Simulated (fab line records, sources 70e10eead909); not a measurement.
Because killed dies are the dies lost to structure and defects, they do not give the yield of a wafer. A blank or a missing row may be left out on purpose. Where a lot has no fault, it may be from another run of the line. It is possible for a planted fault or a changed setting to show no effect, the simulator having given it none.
Code-filled problem report in 8D (eight disciplines) form | flow nand harc | the parts of the form that need people (team, actions taken, sign-off) are left out

1. WHAT IS WRONG
Wafers with no fault read 40.6 s with a standard deviation of 3, whereas time to endpoint s at NHARC_P_CONTACT_CMP_24 reads a mean of 21.4 s on 1 wafer of 1 lot. Measured from the usual mean, that is -6.4 standard deviations.
The step: polishes, t overpolish 30 s, target thk 200 nm.
First observed at day 12 22:51: wafer L192.6, on cmp-03. At this step, 36 wafers from 12 lots have a number in the record. By rule, "out" or "out of limits" means more than 4 standard deviations away from the usual mean. Any other wafer with a number is counted as sound.

2. WHAT IT IS AND WHAT IT IS NOT
question                    | is                 | is not
which readings at this step | time to endpoint s | motor current A, overpolish run s
which lots                  | L192               | L178, L180, L181, L182, L184, L186, L187, L188, L189, L193, L199
which wafers of those lots  | L192.6             | L192.2, L192.3
read on which tools         | cmp-03             | cmp-02, cmp-04
when                        | from day 12 22:51  | up to then (29 sound wafers); but 6 sound wafers of L193, L199 came after

3. WHAT RULES OUT EACH SUSPECT
Counting: a tool at a process step up to the reading stays a suspect if it ran every lot that is out. Sound lots after the first of them don't rule it out here, since some wafers of a struck lot are sound.
- plasma asher-01 at NHARC_P_GATE_STRIP_95 (strips in O2): kept. It processed L192, the lot that is out, at day 12 16:26, and its most recent sound lot before then was L189 at day 11 18:25.
- rie diel-10 at NHARC_P_CONTACT_ETCH_35 (etches the open film in CF4, target depth 39 nm, time 65 s): kept. It processed L192, the lot that is out, at day 12 20:08, and its most recent sound lot before then was L184 at day 9 03:53.
- cmp-03 at NHARC_P_CONTACT_CMP_24 (polishes, t overpolish 30 s, target thk 200 nm): kept. It processed L192, the lot that is out, at day 12 22:51, and its most recent sound lot before then was L188 at day 10 20:00. On those wafers its own readings are out: time to endpoint s.
plasma asher-01 at NHARC_P_GATE_STRIP_95, rie diel-10 at NHARC_P_CONTACT_ETCH_35 and cmp-03 at NHARC_P_CONTACT_CMP_24 are what is left after counting.

4. THE CAUSE (what the simulator had put in)
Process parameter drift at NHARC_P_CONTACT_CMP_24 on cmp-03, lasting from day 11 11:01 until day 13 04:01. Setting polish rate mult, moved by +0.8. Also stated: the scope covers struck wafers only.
3 suspects survive the count, and this tool is in that group.

5. SEQUENCE OF EFFECTS, ordered by route
One row per reading whose mean, taken over the struck wafers that have a number, lies over 3 standard deviations from the usual. Only readings whose record carries a usual standard deviation are examined. hours: median over the lots of the time between each lot's start at the first step of this table that gives one and its start at this step. sigmas: the change, counted in usual standard deviations.
hours | step                   | reading            | usual  | on struck wafers | change | sigmas
0     | NHARC_P_CONTACT_CMP_24 | time to endpoint s | 40.6 s | 21.4             | -19.2  | -6.4
Process steps it contains:
- NHARC_P_CONTACT_CMP_24: polishes, t overpolish 30 s, target thk 200 nm.
Later measuring or inspecting steps at which every struck wafer that the step has a row for has a number for every such reading, and none has moved that far: NHARC_P_M0_INSPECT_11.

6. HOW IT WOULD HAVE BEEN CAUGHT EARLIER
The fault began at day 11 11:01; the first out-of-limits reading in this record came at day 12 22:51, 36 hours later.
